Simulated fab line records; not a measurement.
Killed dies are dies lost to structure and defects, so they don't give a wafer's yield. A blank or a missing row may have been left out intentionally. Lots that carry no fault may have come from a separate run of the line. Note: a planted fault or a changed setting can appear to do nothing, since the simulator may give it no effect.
Matching of chambers | flow n5_finfet | 4 sister chambers for N5_BEOL_M4_DESCUM_33 on rie_diel-06
The step chemistry O2, time 7 s. 4 wafers are shown with their chamber, then 9 later ones without.

WAFERS, EACH WITH ITS CHAMBER
wafer  | chamber | showerhead_plenum_p_Torr (Torr)
L080.5 | 1       | 2.03
L086.1 | 0       | 2.02
L086.5 | 3       | 2.02
L086.6 | 2       | 2.14

WAFERS WHOSE CHAMBER IS MISSING
wafer  | showerhead_plenum_p_Torr (Torr)
L087.1 | 2.02
L087.3 | 2.02
L087.6 | 2.02
L092.1 | 2.14
L092.4 | 2.02
L092.6 | 2.02
L095.3 | 2.01
L095.5 | 2.14
L095.6 | 2.02

WHICH CHAMBER EACH WENT THROUGH
wafer  | from the rows above     | in truth
L087.1 | can't be placed: 0 or 3 | 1
L087.3 | can't be placed: 0 or 3 | 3
L087.6 | can't be placed: 0 or 3 | 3
L092.1 | 2                       | 2
L092.4 | can't be placed: 0 or 3 | 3
L092.6 | can't be placed: 0 or 3 | 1
L095.3 | can't be placed: 0 or 3 | 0
L095.5 | 2                       | 2
L095.6 | can't be placed: 0 or 3 | 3
2 of 9 placed correctly. Unplaceable from these rows: 7, with the true chamber sitting among the candidates in 5. Placed wrongly: 0.
How it was worked out, from the rows above alone: a wafer's distance from a chamber is the root of the sum, over the readings, of the square of ((its reading less the chamber's mean) divided by the reading's scatter). If the next closest chamber is less than 2 further off than the closest, the wafer can't be placed; otherwise it belongs to the closest. For every chamber, the mean is computed from those of its wafers that are shown. The scatter: root of mean squared gap, hidden wafer to nearest shown wafer, with one shown wafer a chamber.
